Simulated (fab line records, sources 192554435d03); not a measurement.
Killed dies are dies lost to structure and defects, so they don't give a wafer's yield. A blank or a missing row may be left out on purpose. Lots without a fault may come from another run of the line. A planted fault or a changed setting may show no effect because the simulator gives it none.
One fault seen from 2 desks | flow n5_finfet | each desk has only its own numbers; what lay behind them comes last

THE METROLOGY DESK
What the gauges read, lot by lot, whatever tool the lot ran on: means of the sampled wafers that have a number. A lot is out of limits, marked OUT, if its mean lies more than 4 standard deviations from the usual mean; the brackets give that distance. Of its 12 readings 7 are shown: those that lie furthest out on some lot.
Columns: A = M2_THK at N5_BEOL_M2_THK_MEAS_53, usual 40.2 nm; B = M2_RS at N5_BEOL_M2_RS_MEAS_58, usual 0.67 ohm/sq; C = IOFF_P at N5_BEOL_M4_RC_MEAS_101, usual 0.23 nA/um; D = ION_P at N5_BEOL_M4_RC_MEAS_101, usual 467 uA/um; E = SS_N at N5_BEOL_M4_RC_MEAS_101, usual 71.7 mV/dec; F = VT_N at N5_BEOL_M4_RC_MEAS_101, usual 249 mV; G = VT_P at N5_BEOL_M4_RC_MEAS_101, usual -250 mV
lot  | first seen here | A    | B    | C    | D   | E    | F   | G
L949 | day 8 09:13     | 40.2 | 0.67 | 0.31 | 477 | 71.8 | 243 | -244
L950 | day 8 14:37     | 40.6 | 0.65 | 0.27 | 468 | 71.9 | 245 | -247
L953 | day 9 05:20     | 40.9 | 0.66 | 0.18 | 464 | 71.4 | 250 | -256
L955 | day 10 00:40    | 41.2 | 0.64 | 0.22 | 467 | 71.2 | 250 | -248
L957 | day 10 08:54    | 37.5 | 0.73 | 0.20 | 467 | 70.8 | 246 | -249
L963 | day 12 05:32    | 39.3 | 0.69 | 0.21 | 458 | 71.4 | 248 | -252
This desk's finding: nothing out of limits on any of the 6 lots.

THE TOOL OWNER'S DESK: pecvd-01
The tool's own readings at N5_BEOL_M2_DEP_57 (deposits SiCN from 3MS/NH3, target thk 8 nm, time 14 s): means of the sampled wafers that have a number, for each lot that ran on this tool. A lot is out of limits, marked OUT, if its mean lies more than 4 standard deviations from the usual mean; the brackets give that distance.
Columns: A = showerhead_plenum_p_Torr at N5_BEOL_M2_DEP_57, usual 3.667 Torr; B = throttle_valve_pct at N5_BEOL_M2_DEP_57, usual 9.4 %
lot  | first seen here | A     | B
L950 | day 8 14:49     | 3.659 | 9.5
L953 | day 9 05:32     | 3.667 | 9.9
L957 | day 10 09:22    | 3.663 | 9.8
This desk's finding: nothing out of limits on any of the 3 lots.

PUT TOGETHER
The metrology desk saw nothing out of limits.
The tool owner's desk saw nothing out of limits.

WHAT THE SIMULATOR HAD PUT IN
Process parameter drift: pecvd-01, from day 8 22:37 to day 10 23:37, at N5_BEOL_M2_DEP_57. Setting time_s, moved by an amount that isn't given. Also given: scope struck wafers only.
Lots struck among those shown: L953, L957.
